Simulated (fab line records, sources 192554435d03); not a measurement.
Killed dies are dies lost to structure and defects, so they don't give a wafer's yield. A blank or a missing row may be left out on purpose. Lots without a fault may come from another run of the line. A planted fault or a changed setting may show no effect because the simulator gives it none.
Chamber matching | flow n5_finfet | N5_BEOL_M1_CMP_52 on cmp-04: 4 sister chambers
The step polishes, stops on SiOC, t overpolish 6.8 s, target thk 40 nm. 8 wafers are shown with their chamber, then 6 later ones without.

WAFERS WITH THEIR CHAMBER
wafer  | chamber | motor_current_A (A) | retaining_ring_pressure_frac
L970.3 | 3       | 5.0                 | 0.997
L977.2 | 2       | 6.3                 | 1.000
L985.1 | 0       | 4.7                 | 1.003
L985.5 | 1       | 5.9                 | 1.004
L985.6 | 0       | 4.7                 | 1.001
L989.3 | 1       | 6.2                 | 1.003
L989.5 | 3       | 4.8                 | 0.999
L989.6 | 2       | 6.1                 | 1.008

WAFERS WITHOUT THEIR CHAMBER
wafer  | motor_current_A (A) | retaining_ring_pressure_frac
L993.1 | 6.4                 | 1.001
L993.3 | 4.7                 | 0.994
L993.6 | 4.9                 | 1.006
L991.2 | 4.9                 | 1.000
L991.3 | 6.3                 | 1.005
L991.6 | 6.4                 | 1.004

WHICH CHAMBER EACH WENT THROUGH
wafer  | from the rows above     | in truth
L993.1 | can't be placed: 2 or 1 | 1
L993.3 | can't be placed: 3 or 0 | 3
L993.6 | can't be placed: 0 or 3 | 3
L991.2 | can't be placed: 3 or 0 | 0
L991.3 | can't be placed: 2 or 1 | 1
L991.6 | can't be placed: 2 or 1 | 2
Placed correctly: 0 of 6. Can't be placed from these rows: 6 (the true chamber is among the candidates in 6). Placed wrongly: 0.
How it was worked out, from the rows above alone: a wafer's distance from a chamber is the root of the sum, over the readings, of the square of ((its reading less the chamber's mean) divided by the reading's scatter). The wafer belongs to the nearest chamber; if the next one is less than 2 further off, it can't be placed. A chamber's mean is the mean of its shown wafers. The scatter: the root of (the sum of the squares of (reading less its chamber's mean) over the shown wafers, divided by (wafers less chambers)).
